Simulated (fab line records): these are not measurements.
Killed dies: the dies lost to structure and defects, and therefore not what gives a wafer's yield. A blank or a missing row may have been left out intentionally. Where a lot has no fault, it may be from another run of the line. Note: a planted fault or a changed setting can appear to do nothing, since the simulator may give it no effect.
Code-filled problem report in 8D (eight disciplines) form -- flow n5 finfet -- the parts of the form that need people (team, actions taken, sign-off) are left out

1. PROBLEM STATEMENT
Wafers with no fault read 322 nm with a standard deviation of 6, whereas trench depth nm at N5_BEOL_M12_OCD_MEAS_35 reads a mean of 296 nm on 1 wafer of 1 lot. That puts it -4.3 standard deviations away from the usual mean.
The first sign was on wafer L738.4 at day 14 21:32, on ocd-01. At this step, 27 wafers from 9 lots have a number in the record. Rule for "out" (also "out of limits"): further than 4 standard deviations from the usual mean. All remaining wafers that have a number are taken as sound.

2. WHAT IT IS AND WHAT IT IS NOT
question,is,is not
which readings at this step,trench depth nm,-
which lots,L738,"L722, L723, L727, L739, L741, L742, L743, L745"
which wafers of those lots,L738.4,"L738.1, L738.2"
read on which gauges,ocd-01,ocd-02
when,from day 14 21:32,"up to then (11 sound wafers); but 15 sound wafers of L739, L741, L742, L743, L745 came after"

3. THE SUSPECTS, EACH WITH WHAT RULES IT OUT
Counting: a tool at a process step up to the reading stays a suspect if it ran every lot that is out. Sound lots after the first of them don't rule it out here, since some wafers of a struck lot are sound.
- the gauge at N5_BEOL_M12_OCD_MEAS_35 is ruled out. All the wafers that are out were read on ocd-01, but those of them that N5_BEOL_M12_THK_MEAS_50 has rows for are out there too, on other tools.
- rie diel-01 at N5_BEOL_M12_DESCUM_15 (chemistry O2, time 7.9 s): kept. L738, the lot that is out, went through it at day 14 19:59; up to then, the latest sound lot through it was L727 at day 12 06:27.
- rie diel-01 at N5_BEOL_M12_TRENCH_ETCH_34 (etches SiOC in C4F8/O2/Ar, target depth 318.95 nm, time 125.5 s): kept. L738, the lot that is out, went through it at day 14 21:22; up to then, the latest sound lot through it was L727 at day 12 07:51.
- rie diel-01, N5_BEOL_M12_DESCUM_15: wafers that are out in chamber 1, sound lot-mates in chambers 0, 3.
- rie diel-01, N5_BEOL_M12_TRENCH_ETCH_34: wafers that are out in chamber 2, sound lot-mates in chambers 0, 1.
After counting, rie diel-01 at N5_BEOL_M12_DESCUM_15 and rie diel-01 at N5_BEOL_M12_TRENCH_ETCH_34 remain.

4. THE CAUSE (what the simulator had put in)
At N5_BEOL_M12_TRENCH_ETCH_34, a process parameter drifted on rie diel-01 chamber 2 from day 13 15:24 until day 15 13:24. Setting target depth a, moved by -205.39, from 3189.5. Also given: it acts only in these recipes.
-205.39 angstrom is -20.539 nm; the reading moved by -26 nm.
Counting left 2 suspects, and this tool is among them.

5. SEQUENCE OF EFFECTS, ordered by route
Each row: a reading where the mean over the struck wafers with a number is more than 3 standard deviations away from the usual. Scope: only readings with a usual standard deviation given in the record; hours: median across lots of the time from each lot's start at the first step in this table that gives one to its start at this step; sigmas: change in usual standard deviations.
hours,step,reading,usual,on struck wafers,change,sigmas
0,N5_BEOL_M12_OCD_MEAS_35,trench depth nm,322 nm,296,-26,-4.3
2,N5_BEOL_M12_THK_MEAS_50,M12_THK,328 nm,300,-28,-4.2
2,N5_BEOL_M12_RS_MEAS_54,M12_RS,0.0595 ohm/sq,0.0645,+0.0050,+4.2

6. WHAT WOULD HAVE CAUGHT IT SOONER
Counted from the fault's start at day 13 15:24, it took 30 hours until the first out-of-limits reading at a measuring or inspecting step in this record, taken at day 14 21:32.
Tool readings at N5_BEOL_M12_TRENCH_ETCH_34 with a usual standard deviation given in the record: none out on any struck wafer, hence no alarm at a limit of 4 standard deviations on them.
By day 14 21:32 the whole set of lots that are out, 1 in number, had already begun N5_BEOL_M12_TRENCH_ETCH_34 on rie diel-01. Had the tool been put on hold then, not one of them would have been saved.
